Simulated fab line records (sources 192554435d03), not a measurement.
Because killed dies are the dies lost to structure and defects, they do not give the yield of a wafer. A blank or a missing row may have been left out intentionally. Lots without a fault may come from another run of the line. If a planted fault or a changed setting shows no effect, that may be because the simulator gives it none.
Chamber matching | flow n5Finfet | 4 sister chambers for N5_MOL_CONTACT_COAG_ETCH_89 on rieDiel-01
The step etches underlayer in N2/H2, target depth 13 nm, time 10.4 s. 16 wafers are shown with their chamber, then 8 later ones without.

== EACH WAFER AND ITS CHAMBER ==
wafer  | chamber | drypumpMotorCurrentA (A) | showerheadPlenumPTorr (Torr) | etchRfOnTimeS (s)
L076.1 | 0       | 6.0                      | 2.56                         | 10.62
L076.3 | 3       | 6.1                      | 2.50                         | 10.20
L076.5 | 0       | 6.0                      | 2.56                         | 10.73
L077.2 | 1       | 6.7                      | 2.50                         | 10.61
L077.5 | 1       | 6.7                      | 2.50                         | 10.54
L077.6 | 2       | 5.1                      | 2.51                         | 10.43
L079.2 | 0       | 6.0                      | 2.55                         | 10.75
L079.5 | 2       | 5.1                      | 2.50                         | 10.26
L079.6 | 0       | 6.0                      | 2.55                         | 10.75
L080.2 | 0       | 6.0                      | 2.55                         | 10.67
L080.3 | 1       | 6.7                      | 2.50                         | 10.36
L080.6 | 1       | 6.7                      | 2.50                         | 10.42
L081.1 | 3       | 6.1                      | 2.50                         | 10.20
L081.4 | 2       | 5.1                      | 2.50                         | 10.27
L081.6 | 3       | 6.1                      | 2.50                         | 10.12
L089.1 | 2       | 5.2                      | 2.49                         | 10.33

SIGNATURES (averages over the wafers above)
reading               | chamber 0 | chamber 1 | chamber 2 | chamber 3 | scatter within a chamber
drypumpMotorCurrentA  | 6.000     | 6.700     | 5.125     | 6.100     | 0.025
showerheadPlenumPTorr | 2.5540    | 2.5000    | 2.5000    | 2.5000    | 0.00516
etchRfOnTimeS         | 10.7040   | 10.4825   | 10.3225   | 10.1733   | 0.0786
Rule: for a wafer and a chamber, the distance is found by dividing, reading by reading, the gap between the wafer's reading and the chamber's mean by the reading's scatter, squaring, summing and taking the root. If the next closest chamber is less than 2 further off than the closest, the wafer can't be placed; otherwise it belongs to the closest. The scatter is the square root of a quotient: the sum, over the shown wafers, of each reading's squared deviation from its chamber's mean, divided by wafers minus chambers.

== WAFERS WITHOUT THEIR CHAMBER ==
wafer  | drypumpMotorCurrentA (A) | showerheadPlenumPTorr (Torr) | etchRfOnTimeS (s)
L089.2 | 6.7                      | 2.49                         | 10.25
L089.5 | 5.2                      | 2.49                         | 10.30
L094.2 | 6.7                      | 2.49                         | 10.19
L094.4 | 5.2                      | 2.49                         | 10.12
L094.5 | 5.2                      | 2.49                         | 10.23
L097.1 | 6.0                      | 2.54                         | 11.04
L097.5 | 6.8                      | 2.49                         | 10.28
L097.6 | 5.1                      | 2.49                         | 10.33

== EACH ONE'S CHAMBER ==
wafer  | from the rows above | in truth
L089.2 | 1                   | 1
L089.5 | 2                   | 2
L094.2 | 1                   | 1
L094.4 | 2                   | 2
L094.5 | 2                   | 2
L097.1 | 0                   | 0
L097.5 | 1                   | 1
L097.6 | 2                   | 2
8 of 8 placed correctly. Number that these rows cannot place: 0. Placed wrongly: 0.
